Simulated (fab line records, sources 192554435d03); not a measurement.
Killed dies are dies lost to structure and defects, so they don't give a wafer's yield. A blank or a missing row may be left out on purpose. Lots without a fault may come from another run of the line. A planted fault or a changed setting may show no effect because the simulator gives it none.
Which tool did it? | flow n5_finfet | 11 lots, 33 wafers sampled, at 5 steps of a route of 1938

WHAT THE GAUGES READ, wafer by wafer
N5_MIM_BOT_LITHO_CD_MEAS_08: target cd 3000 nm.
lot  | measured     | on        | cd_nm (nm)
L181 | day 12 01:16 | cd_sem-01 | 3000.8 3002.4 3003.9
L184 | day 13 12:11 | cd_sem-02 | 3001.2 3001.2 2996.1
L188 | day 14 00:19 | cd_sem-02 | 3000.4 2998.2 3000.7
L189 | day 14 14:11 | cd_sem-02 | 3000.6 2999.7 3002.2
L195 | day 16 01:06 | cd_sem-03 | 3004.8 3005.4 3038.5
L194 | day 16 02:56 | cd_sem-03 | 3041.0 3040.7 3038.7
L196 | day 16 03:13 | cd_sem-02 | 3002.6 3041.6 3040.7
L198 | day 16 19:22 | cd_sem-03 | 2999.5 3002.6 2999.3
L199 | day 17 01:49 | cd_sem-03 | 3002.9 2997.9 3001.9
L202 | day 17 11:26 | cd_sem-03 | 3004.9 3002.6 2998.6
L201 | day 17 15:22 | cd_sem-02 | 3001.2 2999.3 3004.4

N5_MIM_BOT_LITHO_OVL_MEAS_11.
lot  | measured     | on         | MIM_BOT_OVL (nm)
L181 | day 12 01:18 | overlay-02 | -4 -2 0
L184 | day 13 12:13 | overlay-01 | -4 1 -6
L188 | day 14 00:20 | overlay-02 | 6 6 5
L189 | day 14 14:13 | overlay-01 | 7 6 5
L195 | day 16 01:09 | overlay-02 | 4 10 7
L194 | day 16 02:58 | overlay-02 | -4 -10 0
L196 | day 16 03:15 | overlay-02 | 5 0 -1
L198 | day 16 19:24 | overlay-01 | -1 3 5
L199 | day 17 01:52 | overlay-02 | -13 1 0
L202 | day 17 11:28 | overlay-01 | -2 -7 -3
L201 | day 17 15:23 | overlay-01 | 2 5 -1

WHICH TOOL RAN EACH LOT (tool, then ch and the chambers of the sampled wafers, then the start)
lot  | N5_MIM_BOT_DEGAS_01          | N5_MIM_TOP_LITHO_DESCUM_10         | N5_MIM_BOT_LITHO_EXPOSE_05
L181 | pvd_sputter-03, day 11 22:52 | rie_diel-04 ch 0,1, day 12 00:21   | krf_scanner-02 ch 0, day 12 01:06
L184 | pvd_sputter-02, day 13 07:49 | rie_diel-06 ch 0,1,3, day 13 11:32 | krf_scanner-02 ch 0, day 13 12:01
L188 | pvd_sputter-01, day 13 21:47 | rie_diel-06 ch 0,2,3, day 13 23:32 | krf_scanner-01 ch 0, day 14 00:08
L189 | pvd_sputter-01, day 14 11:44 | rie_diel-06 ch 1,3, day 14 13:23   | krf_scanner-01 ch 0, day 14 14:01
L195 | pvd_sputter-02, day 15 20:38 | rie_diel-06 ch 0,1, day 16 00:20   | krf_scanner-01 ch 0, day 16 00:56
L194 | pvd_sputter-02, day 16 00:35 | rie_diel-04 ch 0,3, day 16 02:08   | krf_scanner-01 ch 0, day 16 02:46
L196 | pvd_sputter-02, day 16 00:47 | rie_diel-01 ch 0,1,2, day 16 02:35 | krf_scanner-01 ch 0, day 16 03:03
L198 | pvd_sputter-01, day 16 14:36 | rie_diel-06 ch 0,1,3, day 16 18:36 | krf_scanner-02 ch 0, day 16 19:12
L199 | pvd_sputter-02, day 16 22:50 | rie_diel-06 ch 0,1,3, day 17 01:03 | krf_scanner-02 ch 0, day 17 01:38
L202 | pvd_sputter-01, day 17 08:22 | rie_diel-04 ch 0,1,3, day 17 10:47 | krf_scanner-02 ch 0, day 17 11:15
L201 | pvd_sputter-01, day 17 13:04 | rie_diel-06 ch 0,2,3, day 17 14:35 | krf_scanner-02 ch 0, day 17 15:11
- N5_MIM_BOT_DEGAS_01: time 60 s.
- N5_MIM_TOP_LITHO_DESCUM_10: chemistry O2, time 7.9 s.
- N5_MIM_BOT_LITHO_EXPOSE_05: exposes mask MIM BOT.

WHAT THE TOOLS THEMSELVES READ (means of the sampled wafers that have a number; where no wafer has one, the mark that the record gives instead)
N5_MIM_BOT_DEGAS_01.
lot  | tool           | heater_power_w (W)
L181 | pvd_sputter-03 | 471
L184 | pvd_sputter-02 | 455
L188 | pvd_sputter-01 | 461
L189 | pvd_sputter-01 | 405
L195 | pvd_sputter-02 | 443
L194 | pvd_sputter-02 | 440
L196 | pvd_sputter-02 | 450
L198 | pvd_sputter-01 | 454
L199 | pvd_sputter-02 | 459
L202 | pvd_sputter-01 | 429
L201 | pvd_sputter-01 | 433

N5_MIM_TOP_LITHO_DESCUM_10.
lot  | tool        | drypump_motor_current_A (A) | oes_product_au (a.u.) | rf_vpp_V (V) | showerhead_plenum_p_Torr (Torr) | throttle_valve_pct (%)
L181 | rie_diel-04 | 5.70                        | 0.73                  | 242.8        | 2.09                            | 20.4
L184 | rie_diel-06 | 5.85                        | 0.82                  | 244.0        | 2.07                            | 20.1
L188 | rie_diel-06 | 5.75                        | 0.77                  | 242.8        | 2.06                            | 20.3
L189 | rie_diel-06 | 5.98                        | 0.86                  | 244.8        | 2.10                            | 20.2
L195 | rie_diel-06 | 5.67                        | 0.80                  | 242.4        | 2.03                            | 20.0
L194 | rie_diel-04 | 6.15                        | 0.76                  | 243.6        | 2.05                            | 20.4
L196 | rie_diel-01 | 5.52                        | 0.87                  | 244.8        | 2.16                            | 20.6
L198 | rie_diel-06 | 5.82                        | 0.79                  | 243.7        | 2.06                            | 20.1
L199 | rie_diel-06 | 5.84                        | 0.79                  | 242.5        | 2.06                            | 20.1
L202 | rie_diel-04 | 5.92                        | 0.79                  | 242.7        | 2.06                            | 20.3
L201 | rie_diel-06 | 5.75                        | 0.75                  | 242.4        | 2.05                            | 20.3

THE ANSWER, worked out from the rows above alone
Rule: what is usual is taken from the lots themselves. Put in order of their means at a reading, lots are off if they are a third of the lots or fewer, leave a main group of 4 or more, and stand apart from it by a gap of 3 or more times the standard deviation of the main group's means; of several such gaps the widest counts. A main group whose means are all the same, to the digits that the tables above print for the reading, isn't used. A lot without any number at a reading at which 4 lots or more have one is off too. The other lots that the step has rows for count as sound. The gauges are gone through in route order, then the tools' own readings, and for those a lot's mean is taken as printed above. The first step at which some lot is off is used, and at that step the reading that is off furthest; a lot without a number counts as furthest.
Off: L195, L194, L196, at N5_MIM_BOT_LITHO_CD_MEAS_08 (cd_nm). The main group: mean 3000.9 nm, standard deviation 0.96.
A tool fits if, at a process step before that reading, it ran every lot that is off, and no sound lot after the first of them. The gauges at N5_MIM_BOT_LITHO_CD_MEAS_08 are tried like those tools. One fits: krf_scanner-01 at N5_MIM_BOT_LITHO_EXPOSE_05. Its last sound lot is L189 (day 14 14:01), its first lot that is off L195 (day 16 00:56): a fault that began between those two fits.

WHAT THE SIMULATOR HAD PUT IN
Process parameter drift: krf_scanner-01, from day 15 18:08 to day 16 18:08, at N5_MIM_BOT_LITHO_EXPOSE_05. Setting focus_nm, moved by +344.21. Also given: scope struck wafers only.
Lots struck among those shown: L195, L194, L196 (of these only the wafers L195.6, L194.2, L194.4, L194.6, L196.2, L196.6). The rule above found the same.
